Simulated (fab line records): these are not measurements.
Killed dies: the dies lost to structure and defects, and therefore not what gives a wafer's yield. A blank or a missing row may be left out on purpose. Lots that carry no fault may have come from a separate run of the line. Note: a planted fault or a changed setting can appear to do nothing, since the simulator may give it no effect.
Chamber matching -- flow nand_harc -- pecvd-02 running NHARC_A_ONON_D1_DEP_33: 3 sister chambers
The step deposits SiO2, target thk 200 nm. 6 wafers are shown with their chamber, then 7 later ones without.

WAFERS WITH THEIR CHAMBER
wafer,chamber,heater_power_w (W),throttle_valve_pct (%)
L232.3,0,522,16.3
L233.3,0,531,16.4
L244.3,2,400,16.1
L244.5,2,406,16.8
L244.6,1,414,16.3
L242.1,1,473,16.6

WAFERS WHOSE CHAMBER IS MISSING
wafer,heater_power_w (W),throttle_valve_pct (%)
L242.4,480,16.5
L250.1,456,16.7
L250.3,609,15.4
L250.5,476,16.5
L252.2,617,15.7
L252.3,434,16.8
L252.4,608,15.5

WHICH CHAMBER EACH WENT THROUGH
wafer,from the rows above,in truth
L242.4,can't be placed: 1 or 0 or 2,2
L250.1,can't be placed: 1 or 2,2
L250.3,0,0
L250.5,can't be placed: 1 or 0 or 2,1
L252.2,0,0
L252.3,can't be placed: 1 or 2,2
L252.4,0,0
Placed correctly: 3 of 7. Cannot be placed on the basis of these rows: 4; the candidates contain the true chamber in 4. 0 placed wrongly.
How it was worked out, from the rows above alone: a wafer's distance from a chamber is the root of the sum, over the readings, of the square of ((its reading less the chamber's mean) divided by the reading's scatter). The wafer belongs to the nearest chamber; if the next one is less than 2 further off, it can't be placed. The mean given for a chamber averages the wafers shown for that chamber. The scatter is the square root of a quotient: the sum, over the shown wafers, of each reading's squared deviation from its chamber's mean, divided by wafers minus chambers.
